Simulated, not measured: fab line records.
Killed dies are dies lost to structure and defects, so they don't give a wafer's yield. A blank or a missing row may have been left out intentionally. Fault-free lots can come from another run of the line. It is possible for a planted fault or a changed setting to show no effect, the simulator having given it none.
Split-lot trial || flow n5 finfet || 21 wafers read across 7 lots, on a route 1938 steps long

## SPLIT DETAILS
At N5_BEOL_M15_EXPOSE_07 (exposes mask V14), the setting dose mj was moved away from the recipe's 41.25 on 8 of the 21 wafers read, by -4.2% to +6.6%. All remaining wafers had this setting at the recipe value.

## FROM THE SPLIT TO THE READING: what the file shows between them, 7 steps
- N5_BEOL_M15_PEB_08: peb time 90 s
- N5_BEOL_M15_DEVELOP_09: develop time 45 s
- N5_BEOL_M15_HARDBAKE_14: time 120 s
- N5_BEOL_M15_CD_MEAS_10: target cd 360 nm
- N5_BEOL_M15_STRIP_64: strips in O2 (also split here: pressure mtorr)
- N5_BEOL_M15_STRIP_65: strips in post etch residue remover, time 60 s
- N5_BEOL_M15_SRD_66: time 30 s, dry time 30 s

## THE READING
cd nm (nm) at N5_BEOL_M15_CD_MEAS_17, where the cd target is 360 nm. A value of 361.1 nm with a standard deviation of 2.6 nm is what fault-free wafers of this fab line usually give.

{"wafer": "L075.1", "tool, chamber at the split": "krf scanner-01, 0", "dose mj as run": 41.25, "against the recipe": "recipe", "cd nm, nm": 363.2, "against lot-mates on the recipe": "-"}
{"wafer": "L075.5", "tool, chamber at the split": "krf scanner-01, 0", "dose mj as run": 39.51, "against the recipe": "-4.2%", "cd nm, nm": 356.3, "against lot-mates on the recipe": -6.9}
{"wafer": "L075.6", "tool, chamber at the split": "krf scanner-01, 0", "dose mj as run": 39.51, "against the recipe": "-4.2%", "cd nm, nm": 351.4, "against lot-mates on the recipe": -11.8}
{"wafer": "L080.1", "tool, chamber at the split": "krf scanner-02, 0", "dose mj as run": 42.89, "against the recipe": "+4.0%", "cd nm, nm": 363.2, "against lot-mates on the recipe": "+5.0"}
{"wafer": "L080.3", "tool, chamber at the split": "krf scanner-02, 0", "dose mj as run": 41.25, "against the recipe": "recipe", "cd nm, nm": 358.2, "against lot-mates on the recipe": "-"}
{"wafer": "L080.4", "tool, chamber at the split": "krf scanner-02, 0", "dose mj as run": 42.89, "against the recipe": "+4.0%", "cd nm, nm": 369.4, "against lot-mates on the recipe": "+11.2"}
{"wafer": "L083.2", "tool, chamber at the split": "krf scanner-02, 0", "dose mj as run": 41.25, "against the recipe": "recipe", "cd nm, nm": 359.6, "against lot-mates on the recipe": "-"}
{"wafer": "L083.3", "tool, chamber at the split": "krf scanner-02, 0", "dose mj as run": 41.25, "against the recipe": "recipe", "cd nm, nm": 360.1, "against lot-mates on the recipe": "-"}
{"wafer": "L083.5", "tool, chamber at the split": "krf scanner-02, 0", "dose mj as run": 41.25, "against the recipe": "recipe", "cd nm, nm": 363.6, "against lot-mates on the recipe": "-"}
{"wafer": "L081.1", "tool, chamber at the split": "krf scanner-02, 0", "dose mj as run": 41.25, "against the recipe": "recipe", "cd nm, nm": 366.8, "against lot-mates on the recipe": "-"}
{"wafer": "L081.5", "tool, chamber at the split": "krf scanner-02, 0", "dose mj as run": 42.33, "against the recipe": "+2.6%", "cd nm, nm": 370.3, "against lot-mates on the recipe": "+3.5"}
{"wafer": "L081.6", "tool, chamber at the split": "krf scanner-02, 0", "dose mj as run": 42.33, "against the recipe": "+2.6%", "cd nm, nm": 369.6, "against lot-mates on the recipe": "+2.8"}
{"wafer": "L085.1", "tool, chamber at the split": "krf scanner-01, 0", "dose mj as run": 43.97, "against the recipe": "+6.6%", "cd nm, nm": 371.2, "against lot-mates on the recipe": "+12.8"}
{"wafer": "L085.3", "tool, chamber at the split": "krf scanner-01, 0", "dose mj as run": 41.25, "against the recipe": "recipe", "cd nm, nm": 359.3, "against lot-mates on the recipe": "-"}
{"wafer": "L085.6", "tool, chamber at the split": "krf scanner-01, 0", "dose mj as run": 41.25, "against the recipe": "recipe", "cd nm, nm": 357.5, "against lot-mates on the recipe": "-"}
{"wafer": "L088.1", "tool, chamber at the split": "krf scanner-01, 0", "dose mj as run": 41.25, "against the recipe": "recipe", "cd nm, nm": 365.1, "against lot-mates on the recipe": "-"}
{"wafer": "L088.2", "tool, chamber at the split": "krf scanner-01, 0", "dose mj as run": 41.25, "against the recipe": "recipe", "cd nm, nm": 362.4, "against lot-mates on the recipe": "-"}
{"wafer": "L088.3", "tool, chamber at the split": "krf scanner-01, 0", "dose mj as run": 41.25, "against the recipe": "recipe", "cd nm, nm": 359.0, "against lot-mates on the recipe": "-"}
{"wafer": "L097.1", "tool, chamber at the split": "krf scanner-02, 0", "dose mj as run": 41.25, "against the recipe": "recipe", "cd nm, nm": 362.2, "against lot-mates on the recipe": "-"}
{"wafer": "L097.5", "tool, chamber at the split": "krf scanner-02, 0", "dose mj as run": 41.25, "against the recipe": "recipe", "cd nm, nm": 359.9, "against lot-mates on the recipe": "-"}
{"wafer": "L097.6", "tool, chamber at the split": "krf scanner-02, 0", "dose mj as run": 39.56, "against the recipe": "-4.1%", "cd nm, nm": 353.1, "against lot-mates on the recipe": -7.9}

THE FIT
A straight line over all 21 wafers: cd nm changes by +1.74 nm for each +1% of dose mj; r = +0.84; the points scatter about the line by 3 nm.
The same after taking each lot's own level away (the mean of its wafers on the recipe; 21 wafers): +1.97 nm for each +1%; r = +0.94; scatter 2 nm.
According to that fit, moving dose mj by its largest amount changes the reading by 13 nm.
The lots' own levels span 358.20 to 366.80 nm, that is 3.3 times the standard deviation above.
So the lot-to-lot level changes the slope: the two fits differ.
Check: for one of the wafers moved furthest among these (+6.6%), held out of the fit, the line's prediction against its lot-mates is +12.7 nm. It came out at +12.8 nm against them.

## ADDITIONAL SPLITS CARRIED BY THESE WAFERS
Other splits were also applied to these wafers ahead of the reading. Each is held against what the fit with the lots' levels taken away leaves over:
{"other split on the same wafers": "N5_BEOL_M14_ETCH_68 time s", "wafers away from the commonest value": 5, "r with cd nm (lot level and that fit taken away)": -0.06}
{"other split on the same wafers": "N5_BEOL_M14_TRENCH_ETCH_34 time s", "wafers away from the commonest value": 8, "r with cd nm (lot level and that fit taken away)": "+0.09"}
{"other split on the same wafers": "N5_BEOL_M15_STRIP_64 pressure mtorr", "wafers away from the commonest value": 15, "r with cd nm (lot level and that fit taken away)": -0.11}

## THE WHOLE CHAIN: every reading that the file lists as answering this split, in the file's order
{"step": "N5_BEOL_M15_CD_MEAS_10", "what it does": "target cd 360 nm", "reading": "cd nm", "change (the file's fit)": "+1.93 nm for each +1% of the setting", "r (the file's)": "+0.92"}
{"step": "N5_BEOL_M15_CD_MEAS_17", "what it does": "target cd 360 nm", "reading": "cd nm", "change (the file's fit)": "+1.95 nm for each +1% of the setting", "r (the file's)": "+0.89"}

## THE FILE'S OWN FIT
cd nm changes by +1.95 nm for each +1% of dose mj, r = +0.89.
